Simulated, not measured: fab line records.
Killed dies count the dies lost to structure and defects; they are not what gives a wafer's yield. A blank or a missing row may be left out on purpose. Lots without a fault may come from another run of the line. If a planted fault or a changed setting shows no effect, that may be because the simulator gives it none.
fab line records	flow n5_finfet
[record] lots = 24	wafers = 72	last_day = 17
route steps=1938 shown BEOL_M4@1103 BEOL_M5@1136 BEOL_M6@1217
lots that met no fault: from a run of the same line without faults
start_h: hours from the record's first day to the start of the lot's first wafer shown	wait_h: hours elapsed since this lot's preceding step	" same as the row above	L1.1+2: several wafers, shown together as one row	- no value, or no start given	* or withheld: withheld	< > ~ a bound
route shown NAME@n: NAME is a module with steps in the file, n the number in the route of the first one	usual: mean/standard deviation of fault-free wafers	same: alike in all rows	chamber/n: place in a boat	sites: readings site by site	_std_site: the values' standard deviation	_edge_site: inner sites' mean taken away from outer sites' mean	radius_mm: how far each site lies from the wafer's centre	mask NAME#n: copy n	behind: the tool/chamber that last shaped the wafer	hold: why the lot went on hold/how many hours it stayed there/how the hold came to an end	device: names the non-switching transistor (n, p or np)	end of line: the same wafers' tests at the end of the route	step lacking rows: just its recipe	killed: count of dies lost to structure and defects at first sort (not the wafer's yield)	map: per-die view of a wafer (x killed, . not killed, _ where there is no die)
set.NAME: setting as actually run; set.NAME@STEP: the setting as run at that earlier step	model.NAME: the simulator's own value behind a step, which no gauge read
steps of the route over a sample of lots; a table a step, a row a wafer
services: a tool's chamber out of use, with start hour (start_h, from the record's first day; less than 0 if before it), hours out, and reason
[[steps]]
[step N5_BEOL_M4_CMP_52]
[recipe] stop_on = SiOC	t_overpolish_s = 6.8	down_force_psi = 1	platen_rpm = 50	clearing_platen_down_force_psi = 1.5	clearing_platen_rpm = 50	post_cmp_clean = cu_alkaline	target_thk_nm = 40	clearing_platen_pad_velocity_m_s = 0.99484	pad_velocity_m_s = 0.99484
[usual] barrier_field_endpoint_s = 24.7/0.83	motor_current_A = 6.2/0.65	overpolish_run_s = 6.801/0.01	pad_life_wafers = 924/570	time_to_endpoint_s = 63/4.3
lot.wafer	tool	chamber	start_h	wait_h	barrier_field_endpoint_s	motor_current_A	overpolish_run_s	pad_life_wafers	time_to_endpoint_s
L074.4	cmp-04	0	161.68	0.2	24.3	6.8	6.794	91	62
L074.3	"	2	"	"	23.9	6.3	6.804	93	63
L074.5	"	0	"	"	24.2	6.8	6.797	-	65
L075.3	cmp-01	2	166.18	0.2	26.4	7.0	6.788	1722	70
L075.2	"	3	"	"	26.0	6.5	6.799	1723	72
L075.1	"	0	"	"	26.0	6.2	6.794	1724	68
L076.3	cmp-01	3	182.17	0.2	24.8	6.5	6.801	1860	69
L076.2	"	1	"	"	24.0	6.9	6.816	1862	60
L076.6	"	0	"	"	25.4	6.1	6.785	-	66
L077.1	cmp-03	1	182.52	0.3	24.3	5.6	6.785	926	62
L077.3	"	2	"	"	23.5	5.9	6.799	927	55
L077.6	"	3	"	"	24.9	7.3	6.791	-	63
L078.1	cmp-01	3	184.56	0.3	25.4	6.5	6.805	1878	70
L078.6	"	3	"	"	26.6	6.4	6.818	-	74
L078.5	"	0	"	"	24.2	6.6	6.799	-	66
L079.3	cmp-01	3	186.41	0.2	26.2	6.4	6.798	1896	69
L079.4	"	1	"	"	24.9	7.0	6.793	1898	59
L079.5	"	3	"	"	26.2	6.5	6.801	-	68
L080.2	cmp-03	3	190.70	0.3	24.3	7.0	6.781	992	62
L080.4	"	0	"	"	23.9	5.7	6.793	993	58
L080.6	"	1	"	"	23.7	5.4	6.794	-	57
L081.2	cmp-04	2	206.24	0.2	24.1	6.6	6.803	421	66
L081.3	"	3	"	"	24.3	5.9	6.792	422	60
L081.4	"	0	"	"	25.4	6.9	6.779	423	67
L082.2	cmp-04	0	216.36	0.2	25.0	7.1	6.808	558	67
L082.3	"	1	"	"	24.4	4.9	6.801	559	61
L082.6	"	1	"	"	24.6	5.1	6.797	-	62
L083.1	cmp-04	1	221.57	0.3	24.6	5.1	6.805	613	63
L083.4	"	3	"	"	24.4	5.3	6.784	615	62
L083.5	"	1	"	"	24.7	5.3	6.809	-	61
L084.3	cmp-01	3	224.59	0.2	24.7	6.5	6.793	2	69
L084.1	"	0	"	"	24.7	6.6	6.796	3	66
L084.6	"	2	"	"	24.7	6.7	6.831	-	68
L085.2	cmp-04	0	224.61	0.2	24.9	6.5	6.805	648	65
L085.3	"	2	"	"	25.7	6.3	6.805	650	67
L085.6	"	1	"	"	24.6	4.8	6.807	-	63
L086.3	cmp-01	3	241.91	0.2	25.3	6.3	6.792	132	67
L086.1	"	0	"	"	24.2	6.4	6.804	133	61
L086.4	"	2	"	"	23.8	6.8	6.809	135	62
L088.1	cmp-04	3	242.61	0.4	24.2	5.7	6.802	800	61
L088.4	"	0	"	"	25.2	6.8	6.798	801	65
L088.5	"	2	"	"	25.3	6.5	6.795	-	63
L087.1	cmp-04	0	246.70	0.3	24.3	7.2	6.793	841	66
L087.3	"	1	"	"	23.5	5.3	6.805	842	60
L087.2	"	2	"	"	24.8	7.0	6.817	843	65
L089.2	cmp-01	3	257.30	0.2	26.3	6.4	6.812	300	72
L089.5	"	3	"	"	26.0	6.3	6.815	-	69
L089.6	"	0	"	"	24.7	6.4	6.786	-	64
L090.3	cmp-01	1	265.63	0.2	23.9	6.7	6.805	360	58
L090.2	"	2	"	"	25.1	6.7	6.803	361	68
L090.5	"	2	"	"	25.4	6.8	6.800	-	67
L091.1	cmp-03	0	268.46	0.3	24.0	5.7	6.811	1603	60
L091.3	"	2	"	"	22.6	5.8	6.797	1605	54
L091.5	"	3	"	"	24.7	6.9	6.804	-	65
L092.4	cmp-04	2	273.73	0.2	25.4	6.7	6.801	1087	69
L092.2	"	0	"	"	23.6	6.8	6.801	1089	65
L092.5	"	1	"	"	23.4	4.9	6.797	-	60
L093.3	cmp-04	3	279.60	0.3	24.6	5.4	6.804	1136	62
L093.5	"	1	"	"	24.0	4.7	6.809	-	59
L093.6	"	2	"	"	25.0	6.6	6.799	-	64
L094.4	cmp-04	1	282.90	0.1	24.2	5.3	6.805	1164	58
L094.2	"	2	"	"	25.0	6.1	6.803	1165	64
L094.6	"	1	"	"	24.4	5.0	6.794	-	61
L095.2	cmp-04	0	290.80	0.3	24.8	6.8	6.800	1213	65
L095.4	"	1	"	"	24.2	5.4	6.793	1214	59
L095.1	"	2	"	"	24.7	6.5	6.806	1215	67
L096.1	cmp-01	3	299.60	0.3	26.9	6.6	6.787	620	72
L096.5	"	1	"	"	24.6	7.1	6.784	-	60
L096.6	"	2	"	"	25.9	6.8	6.777	-	68
L097.2	cmp-04	2	299.77	0.2	25.2	6.5	6.818	1296	66
L097.6	"	2	"	"	25.7	6.4	6.814	-	67
L097.5	"	3	"	"	24.1	5.6	6.803	-	60
[step N5_BEOL_M5_HM_OPEN_17]
[recipe] chemistry = Cl2/BCl3	target_depth_a = 200	overetch_a = 60	target = TiN	mask_material = SOC	ion_energy_ev = 150	pressure_mtorr = 10	icp_w = 1000	bias_w = 126	Cl2_flow_sccm = 53.25	bcl3_flow_sccm = 21.75	Ar_flow_sccm = 25
[usual] drypump_motor_current_A = 5.7/0.46	oes_product_au = 0.69/0.091	throttle_valve_pct = 22.33/0.22
lot.wafer	tool	chamber	start_h	wait_h	drypump_motor_current_A	oes_product_au	rf_hours_counter_h	throttle_valve_pct
L074.3	rie_metal-02	1	165.41	0.1	4.7	0.56	-	22.64
L074.4	"	0	"	"	5.6	0.79	-	22.20
L074.5	"	1	"	"	4.7	0.56	-	22.65
L075.1	rie_metal-03	1	171.08	0.0	6.0	0.80	8	22.01
L075.2	"	0	"	"	6.0	0.60	81	22.51
L075.3	"	1	"	"	6.0	0.80	-	22.03
L076.2	rie_metal-02	1	185.83	0.0	4.7	0.56	100	22.68
L076.3	"	1	"	"	4.7	0.55	-	22.68
L076.6	"	1	"	"	4.7	0.56	-	22.66
L077.1	rie_metal-03	0	186.94	0.0	6.1	0.60	83	22.51
L077.3	"	1	"	"	6.0	0.78	-	22.03
L077.6	"	1	"	"	6.0	0.78	-	22.04
L078.1	rie_metal-02	0	188.35	0.0	5.6	0.76	6	22.25
L078.5	"	0	"	"	5.6	0.77	-	22.23
L078.6	"	1	"	"	4.7	0.56	-	22.64
L079.3	rie_metal-01	1	190.34	0.1	5.8	0.74	-	22.22
L079.4	"	0	"	"	5.6	0.82	-	22.27
L079.5	"	1	"	"	5.9	0.73	-	22.23
L080.2	rie_metal-03	0	194.53	0.0	6.0	0.60	83	22.49
L080.4	"	1	"	"	6.0	0.78	-	22.05
L080.6	"	1	"	"	6.0	0.79	-	22.01
L081.2	rie_metal-02	0	211.71	0.0	5.6	0.76	8	22.23
L081.3	"	0	"	"	5.6	0.77	-	22.22
L081.4	"	1	"	"	4.7	0.54	-	22.69
L082.2	rie_metal-03	1	219.79	0.0	6.0	0.77	13	22.06
L082.3	"	0	"	"	6.0	0.60	-	22.48
L082.6	"	1	"	"	6.0	0.77	-	22.05
L083.1	rie_metal-01	0	225.60	0.0	5.6	0.79	6	22.30
L083.4	"	0	"	"	5.6	0.79	-	22.29
L083.5	"	0	"	"	5.6	0.78	-	22.28
L084.1	rie_metal-02	0	228.75	0.0	5.6	0.75	9	22.25
L084.3	"	1	"	"	4.7	0.56	-	22.67
L084.6	"	0	"	"	5.6	0.74	-	22.24
L085.2	rie_metal-01	0	228.83	0.0	5.6	0.77	7	22.31
L085.3	"	0	"	"	5.6	0.78	-	22.29
L085.6	"	1	"	"	5.9	0.72	-	22.25
L086.1	rie_metal-03	1	246.32	0.0	6.0	0.74	15	22.06
L086.3	"	1	"	"	6.0	0.77	-	22.05
L086.4	"	0	"	"	6.0	0.59	-	22.52
L088.1	rie_metal-02	1	246.66	0.0	4.7	0.54	104	22.70
L088.4	"	1	"	"	4.7	0.56	-	22.65
L088.5	"	1	"	"	4.7	0.55	-	22.67
L087.1	rie_metal-03	0	250.77	0.0	6.0	0.59	88	22.51
L087.2	"	1	"	"	6.0	0.76	15	22.06
L087.3	"	0	"	"	6.0	0.60	-	22.52
L089.2	rie_metal-03	1	263.15	0.1	6.0	0.74	-	22.06
L089.5	"	1	"	"	6.0	0.75	-	22.08
L089.6	"	1	"	"	6.0	0.76	-	22.05
L090.2	rie_metal-01	1	271.32	0.1	5.9	0.72	-	22.23
L090.3	"	1	"	"	5.9	0.70	-	22.27
L090.5	"	1	"	"	5.9	0.71	-	22.26
L091.1	rie_metal-03	1	273.69	0.0	6.0	0.74	17	22.07
L091.3	"	0	"	"	6.0	0.60	-	22.50
L091.5	"	0	"	"	6.0	0.59	-	22.52
L092.2	rie_metal-01	1	277.98	0.0	5.9	0.71	28	22.23
L092.4	"	0	"	"	5.6	0.75	-	22.29
L092.5	"	0	"	"	5.6	0.77	-	22.30
L093.3	rie_metal-03	1	283.86	0.1	6.0	0.76	-	22.04
L093.5	"	1	"	"	6.0	0.75	-	22.05
L093.6	"	0	"	"	6.0	0.58	-	22.52
L094.2	rie_metal-03	1	287.53	0.0	6.0	0.75	18	22.07
L094.4	"	0	"	"	6.0	0.59	-	22.52
L094.6	"	0	"	"	6.0	0.58	-	22.54
L095.1	rie_metal-02	1	294.91	0.0	4.7	0.54	109	22.68
L095.2	"	0	"	"	5.6	0.72	14	22.27
L095.4	"	1	"	"	4.7	0.53	-	22.72
L096.1	rie_metal-03	1	303.47	0.0	6.0	0.75	20	22.04
L096.5	"	1	"	"	6.0	0.72	-	22.09
L096.6	"	0	"	"	6.0	0.60	-	22.52
L097.2	rie_metal-02	1	303.77	0.0	4.7	0.53	109	22.70
L097.5	"	1	"	"	4.7	0.54	-	22.67
L097.6	"	0	"	"	5.6	0.72	-	22.26
[step N5_BEOL_M5_INSPECT_30]
[recipe] mode = adi	inspect_instrument = brightfield
[usual] raw_defect_count = 470/110
lot.wafer	tool	chamber	start_h	wait_h	raw_defect_count
L074.3	defect_inspect-02	-	167.12	0.0	488
L074.4	"	-	"	"	505
L074.5	"	-	"	"	453
L075.1	defect_inspect-01	-	171.98	0.1	511
L075.2	"	-	"	"	530
L075.3	"	-	"	"	518
L076.2	defect_inspect-02	-	186.80	0.0	544
L076.3	"	-	"	"	623
L076.6	"	-	"	"	614
L077.1	defect_inspect-02	-	187.67	0.1	580
L077.3	"	-	"	"	521
L077.6	"	-	"	"	487
L078.1	defect_inspect-01	-	189.58	0.1	470
L078.5	"	-	"	"	513
L078.6	"	-	"	"	457
L079.3	defect_inspect-02	-	192.74	0.0	452
L079.4	"	-	"	"	529
L079.5	"	-	"	"	600
L080.2	defect_inspect-01	-	196.32	0.0	356
L080.4	"	-	"	"	311
L080.6	"	-	"	"	455
L081.2	defect_inspect-02	-	212.93	0.0	315
L081.3	"	-	"	"	382
L081.4	"	-	"	"	304
L082.2	defect_inspect-01	-	220.50	0.0	317
L082.3	"	-	"	"	594
L082.6	"	-	"	"	324
L083.1	defect_inspect-02	-	227.34	0.1	507
L083.4	"	-	"	"	400
L083.5	"	-	"	"	421
L084.1	defect_inspect-02	-	230.18	0.1	512
L084.3	"	-	"	"	620
L084.6	"	-	"	"	489
L085.2	defect_inspect-02	-	230.35	0.0	642
L085.3	"	-	"	"	456
L085.6	"	-	"	"	465
L086.1	defect_inspect-02	-	247.04	0.1	424
L086.3	"	-	"	"	275
L086.4	"	-	"	"	309
L088.1	defect_inspect-01	-	247.47	0.1	521
L088.4	"	-	"	"	485
L088.5	"	-	"	"	395
L087.1	defect_inspect-01	-	253.25	0.1	586
L087.2	"	-	"	"	625
L087.3	"	-	"	"	634
L089.2	defect_inspect-01	-	263.82	0.0	607
L089.5	"	-	"	"	497
L089.6	"	-	"	"	510
L090.2	defect_inspect-02	-	272.16	0.0	466
L090.3	"	-	"	"	456
L090.5	"	-	"	"	539
L091.1	defect_inspect-01	-	274.65	0.1	422
L091.3	"	-	"	"	512
L091.5	"	-	"	"	265
L092.2	defect_inspect-01	-	279.00	0.0	328
L092.4	"	-	"	"	332
L092.5	"	-	"	"	325
L093.3	defect_inspect-02	-	286.16	0.0	399
L093.5	"	-	"	"	373
L093.6	"	-	"	"	420
L094.2	defect_inspect-01	-	289.96	0.0	438
L094.4	"	-	"	"	655
L094.6	"	-	"	"	470
L095.1	defect_inspect-02	-	297.75	0.1	502
L095.2	"	-	"	"	402
L095.4	"	-	"	"	524
L096.1	defect_inspect-01	-	304.34	0.1	698
L096.5	"	-	"	"	599
L096.6	"	-	"	"	538
L097.2	defect_inspect-02	-	306.77	0.0	558
L097.5	"	-	"	"	472
L097.6	"	-	"	"	572
[step N5_BEOL_M5_SPUTTER_48]
[recipe] material = Cu	target_thk_a = 150	temp_c = -20	chamber_pressure_pa = 0.07	power_w = withheld	time_s = 27.62
[usual] substrate_temp_c = -20.00/0.1	throttle_valve_pct = 29.8/0.75
lot.wafer	tool	chamber	start_h	wait_h	substrate_temp_c	throttle_valve_pct
L074.3	pvd_sputter-03	-	169.61	0.1	-19.88	31.3
L074.4	"	-	"	"	-20.05	30.4
L074.5	"	-	"	"	-19.99	31.2
L075.1	pvd_sputter-03	-	174.94	0.3	-19.83	29.4
L075.2	"	-	"	"	-19.96	30.6
L075.3	"	-	"	"	-19.99	30.1
L076.2	pvd_sputter-02	-	188.52	0.1	-19.97	29.8
L076.3	"	-	"	"	-19.98	28.8
L076.6	"	-	"	"	-20.10	29.9
L077.1	pvd_sputter-03	-	189.26	0.1	-19.96	29.5
L077.3	"	-	"	"	-19.92	30.4
L077.6	"	-	"	"	-19.79	29.6
L078.1	pvd_sputter-01	-	191.59	0.1	-19.97	29.9
L078.5	"	-	"	"	-20.05	29.7
L078.6	"	-	"	"	-19.85	29.5
L079.3	pvd_sputter-03	-	194.83	0.2	-19.92	30.2
L079.4	"	-	"	"	-19.98	30.1
L079.5	"	-	"	"	-20.17	31.0
L080.2	pvd_sputter-02	-	198.66	0.2	-19.97	29.7
L080.4	"	-	"	"	-19.94	30.1
L080.6	"	-	"	"	-19.92	29.5
L081.2	pvd_sputter-01	-	216.81	0.2	-19.95	29.8
L081.3	"	-	"	"	-20.17	29.7
L081.4	"	-	"	"	-19.97	28.9
L082.2	pvd_sputter-03	-	223.93	1.3	-20.15	30.3
L082.3	"	-	"	"	-19.87	30.5
L082.6	"	-	"	"	-20.04	31.2
L083.1	pvd_sputter-03	-	229.34	0.1	-20.08	29.6
L083.4	"	-	"	"	-20.00	31.2
L083.5	"	-	"	"	-20.14	29.5
L084.1	pvd_sputter-02	-	231.98	0.1	-20.08	29.4
L084.3	"	-	"	"	-20.14	30.4
L084.6	"	-	"	"	-19.99	29.3
L085.2	pvd_sputter-01	-	232.65	0.6	-20.09	29.7
L085.3	"	-	"	"	-19.89	28.7
L085.6	"	-	"	"	-19.82	28.9
L086.1	pvd_sputter-01	-	249.09	0.2	-19.98	29.7
L086.3	"	-	"	"	-19.99	29.6
L086.4	"	-	"	"	-19.84	28.6
L088.1	pvd_sputter-02	-	249.62	0.2	-19.88	29.8
L088.4	"	-	"	"	-20.01	28.6
L088.5	"	-	"	"	-20.06	29.9
L087.1	pvd_sputter-02	-	255.61	0.5	-20.05	29.6
L087.2	"	-	"	"	-19.99	28.4
L087.3	"	-	"	"	-19.98	29.7
L089.2	pvd_sputter-01	-	265.55	0.1	-20.10	29.9
L089.5	"	-	"	"	-20.08	29.7
L089.6	"	-	"	"	-20.15	29.8
L090.2	pvd_sputter-03	-	275.70	0.2	-20.13	31.1
L090.3	"	-	"	"	-20.16	30.5
L090.5	"	-	"	"	-20.00	31.1
L091.1	pvd_sputter-01	-	279.13	0.1	-20.03	28.9
L091.3	"	-	"	"	-20.07	28.9
L091.5	"	-	"	"	-20.14	29.7
L092.2	pvd_sputter-03	-	283.39	0.1	-19.86	30.1
L092.4	"	-	"	"	-20.12	30.4
L092.5	"	-	"	"	-19.94	31.1
L093.3	pvd_sputter-03	-	288.37	0.2	-20.09	29.6
L093.5	"	-	"	"	-19.94	31.3
L093.6	"	-	"	"	-19.85	30.5
L094.2	pvd_sputter-01	-	291.94	0.1	-19.98	28.7
L094.4	"	-	"	"	-20.04	29.1
L094.6	"	-	"	"	-19.87	28.9
L095.1	pvd_sputter-02	-	300.11	0.2	-19.88	28.7
L095.2	"	-	"	"	-19.94	29.8
L095.4	"	-	"	"	-19.97	30.2
L096.1	pvd_sputter-03	-	307.42	0.1	-20.02	31.1
L096.5	"	-	"	"	-20.20	29.7
L096.6	"	-	"	"	-19.95	31.1
L097.2	pvd_sputter-01	-	308.82	0.1	-19.88	29.6
L097.5	"	-	"	"	-20.10	28.8
L097.6	"	-	"	"	-19.90	29.1
[step N5_BEOL_M5_SPUTTER_90]
[recipe] material = Cu	target_thk_a = 45	temp_c = -20	chamber_pressure_pa = 0.07	power_w = withheld	time_s = 8.29
[usual] substrate_temp_c = -20.00/0.12	throttle_valve_pct = 29.8/0.73
lot.wafer	tool	chamber	start_h	wait_h	substrate_temp_c	throttle_valve_pct
L074.3	pvd_sputter-03	-	173.96	0.5	-20.10	31.0
L074.4	"	-	"	"	-19.91	30.0
L074.5	"	-	"	"	-20.03	31.1
L075.1	pvd_sputter-03	-	180.83	0.5	-20.04	29.4
L075.2	"	-	"	"	-20.03	30.3
L075.3	"	-	"	"	-19.88	30.2
L076.2	pvd_sputter-02	-	192.86	0.5	-20.06	29.7
L076.3	"	-	"	"	-20.00	28.5
L076.6	"	-	"	"	-19.90	29.7
L077.1	pvd_sputter-03	-	193.61	0.5	-19.83	29.4
L077.3	"	-	"	"	-19.92	30.8
L077.6	"	-	"	"	-19.97	29.6
L078.1	pvd_sputter-01	-	195.93	0.5	-20.14	29.6
L078.5	"	-	"	"	-20.22	29.6
L078.6	"	-	"	"	-19.92	29.7
L079.3	pvd_sputter-03	-	199.18	0.5	-20.01	30.4
L079.4	"	-	"	"	-19.98	30.4
L079.5	"	-	"	"	-19.81	30.9
L080.2	pvd_sputter-02	-	203.01	0.5	-19.91	29.5
L080.4	"	-	"	"	-19.89	29.8
L080.6	"	-	"	"	-19.84	29.4
L081.2	pvd_sputter-01	-	221.16	0.5	-19.93	29.5
L081.3	"	-	"	"	-19.95	29.7
L081.4	"	-	"	"	-20.03	28.7
L082.2	pvd_sputter-03	-	228.28	0.5	-20.06	30.4
L082.3	"	-	"	"	-20.02	30.3
L082.6	"	-	"	"	-19.99	31.3
L084.1	pvd_sputter-02	-	236.33	0.5	-19.80	29.3
L084.3	"	-	"	"	-19.99	30.4
L084.6	"	-	"	"	-19.90	29.5
L085.2	pvd_sputter-01	-	237.00	0.5	-19.91	29.6
L085.3	"	-	"	"	-20.09	28.7
L085.6	"	-	"	"	-20.12	29.2
L083.1	pvd_sputter-03	-	240.01	0.5	-20.04	29.6
L083.4	"	-	"	"	-19.99	31.1
L083.5	"	-	"	"	-19.98	29.5
L088.1	pvd_sputter-02	-	253.97	0.5	-20.01	30.2
L088.4	"	-	"	"	-20.02	28.8
L088.5	"	-	"	"	-19.98	29.7
L086.1	pvd_sputter-01	-	253.98	0.6	-20.00	29.6
L086.3	"	-	"	"	-19.86	29.9
L086.4	"	-	"	"	-19.97	29.0
L087.1	pvd_sputter-02	-	259.96	0.5	-20.00	29.6
L087.2	"	-	"	"	-20.04	29.0
L087.3	"	-	"	"	-19.93	29.7
L089.2	pvd_sputter-01	-	269.89	0.5	-20.15	29.7
L089.5	"	-	"	"	-20.18	29.4
L089.6	"	-	"	"	-19.92	29.7
L090.2	pvd_sputter-03	-	280.04	0.5	-19.91	31.3
L090.3	"	-	"	"	-20.09	30.6
L090.5	"	-	"	"	-19.98	31.1
L091.1	pvd_sputter-01	-	283.48	0.5	-19.87	28.9
L091.3	"	-	"	"	-20.16	28.9
L091.5	"	-	"	"	-20.29	29.6
L092.2	pvd_sputter-03	-	288.28	0.6	-20.09	30.1
L092.4	"	-	"	"	-20.09	30.2
L092.5	"	-	"	"	-20.12	31.1
L093.3	pvd_sputter-03	-	293.26	0.6	-20.20	29.2
L093.5	"	-	"	"	-19.97	31.1
L093.6	"	-	"	"	-19.85	30.3
L094.2	pvd_sputter-01	-	296.29	0.5	-20.09	28.9
L094.4	"	-	"	"	-19.89	28.7
L094.6	"	-	"	"	-20.02	28.8
L095.1	pvd_sputter-02	-	304.46	0.5	-20.15	28.6
L095.2	"	-	"	"	-19.95	29.7
L095.4	"	-	"	"	-20.13	30.3
L096.1	pvd_sputter-03	-	312.31	0.6	-20.18	31.3
L096.5	"	-	"	"	-19.69	29.6
L096.6	"	-	"	"	-20.06	31.4
L097.2	pvd_sputter-01	-	313.16	0.5	-19.91	29.5
L097.5	"	-	"	"	-20.14	28.8
L097.6	"	-	"	"	-19.83	29.1
[step N5_BEOL_M6_CD_MEAS_18]
[recipe] pitch_nm = 80	target_cd_nm = 40
[usual] cd_nm = 40.0/0.74
lot.wafer	tool	chamber	start_h	wait_h	cd_nm
L074.3	cd_sem-01	-	178.20	0.1	40.0
L074.4	"	-	"	"	40.6
L074.5	"	-	"	"	39.0
L075.1	cd_sem-01	-	186.49	0.0	41.2
L075.2	"	-	"	"	40.1
L075.3	"	-	"	"	40.6
L076.2	cd_sem-01	-	197.10	0.1	40.6
L076.3	"	-	"	"	40.0
L076.6	"	-	"	"	39.7
L077.1	cd_sem-03	-	197.78	0.0	40.3
L077.3	"	-	"	"	38.6
L077.6	"	-	"	"	40.5
L078.1	cd_sem-01	-	200.28	0.0	41.5
L078.5	"	-	"	"	40.5
L078.6	"	-	"	"	40.0
L079.3	cd_sem-02	-	202.91	0.1	39.4
L079.4	"	-	"	"	41.1
L079.5	"	-	"	"	40.0
L080.2	cd_sem-02	-	207.04	0.1	39.4
L080.4	"	-	"	"	39.9
L080.6	"	-	"	"	38.9
L081.2	cd_sem-02	-	225.89	0.1	41.2
L081.3	"	-	"	"	40.1
L081.4	"	-	"	"	39.0
L082.2	cd_sem-03	-	232.97	0.1	40.1
L082.3	"	-	"	"	40.6
L082.6	"	-	"	"	40.0
L084.1	cd_sem-01	-	239.49	0.0	40.3
L084.3	"	-	"	"	41.1
L084.6	"	-	"	"	41.7
L085.2	cd_sem-01	-	242.90	0.1	39.5
L085.3	"	-	"	"	39.1
L085.6	"	-	"	"	38.8
L083.1	cd_sem-02	-	246.19	0.0	39.8
L083.4	"	-	"	"	40.6
L083.5	"	-	"	"	40.8
L088.1	cd_sem-02	-	258.73	0.0	39.8
L088.4	"	-	"	"	40.9
L088.5	"	-	"	"	40.3
L086.1	cd_sem-01	-	259.47	0.0	41.0
L086.3	"	-	"	"	40.1
L086.4	"	-	"	"	39.9
L087.1	cd_sem-02	-	263.60	0.0	40.2
L087.2	"	-	"	"	40.3
L087.3	"	-	"	"	40.0
L089.2	cd_sem-02	-	274.47	0.1	39.0
L089.5	"	-	"	"	39.7
L089.6	"	-	"	"	41.0
L090.2	cd_sem-02	-	284.03	0.1	39.9
L090.3	"	-	"	"	40.7
L090.5	"	-	"	"	40.8
L091.1	cd_sem-03	-	287.96	0.0	39.3
L091.3	"	-	"	"	40.0
L091.5	"	-	"	"	40.4
L092.2	cd_sem-01	-	291.63	0.1	39.6
L092.4	"	-	"	"	39.4
L092.5	"	-	"	"	40.1
L093.3	cd_sem-01	-	299.26	0.1	40.7
L093.5	"	-	"	"	40.0
L093.6	"	-	"	"	40.4
L094.2	cd_sem-01	-	300.22	0.1	40.1
L094.4	"	-	"	"	39.6
L094.6	"	-	"	"	39.5
L095.1	cd_sem-01	-	308.56	0.0	41.3
L095.2	"	-	"	"	40.5
L095.4	"	-	"	"	40.5
L096.1	cd_sem-03	-	316.25	0.0	38.9
L096.5	"	-	"	"	39.1
L096.6	"	-	"	"	39.9
L097.2	cd_sem-03	-	316.81	0.1	39.1
L097.5	"	-	"	"	39.7
L097.6	"	-	"	"	39.8
[[services]]
tool	chamber	start_h	hours	kind
cmp-03	-	142.80	0.4	repair
cmp-04	-	146.08	4.0	pm
rie_metal-03	-	149.00	0.4	repair
cmp-03	-	153.91	0.3	repair
rie_metal-01	0	159.85	-	clean
rie_metal-01	0	159.85	12.2	scheduled_down
rie_metal-01	0	159.85	12.2	vent_cycle
cmp-04	-	181.87	3.1	repair
cmp-01	-	186.87	1.3	repair
cmp-03	-	201.25	0.8	repair
cmp-01	-	210.70	7.7	pm
cmp-03	-	219.62	0.4	repair
cmp-01	-	220.48	4.0	pm
cmp-01	-	224.48	-	consumable_replace:conditioner
cmp-01	-	224.48	-	consumable_replace:pad
cmp-03	-	241.11	14.1	pm
rie_metal-03	-	259.59	0.7	repair
rie_metal-03	0	260.65	6.9	repair
rie_metal-01	0	269.93	3.0	repair
cmp-01	-	272.34	2.0	repair
rie_metal-02	0	278.28	5.4	repair
cmp-04	-	285.28	2.5	repair
rie_metal-03	-	291.48	2.8	pm
cmp-01	-	307.40	6.7	repair
[[key]]
fault none
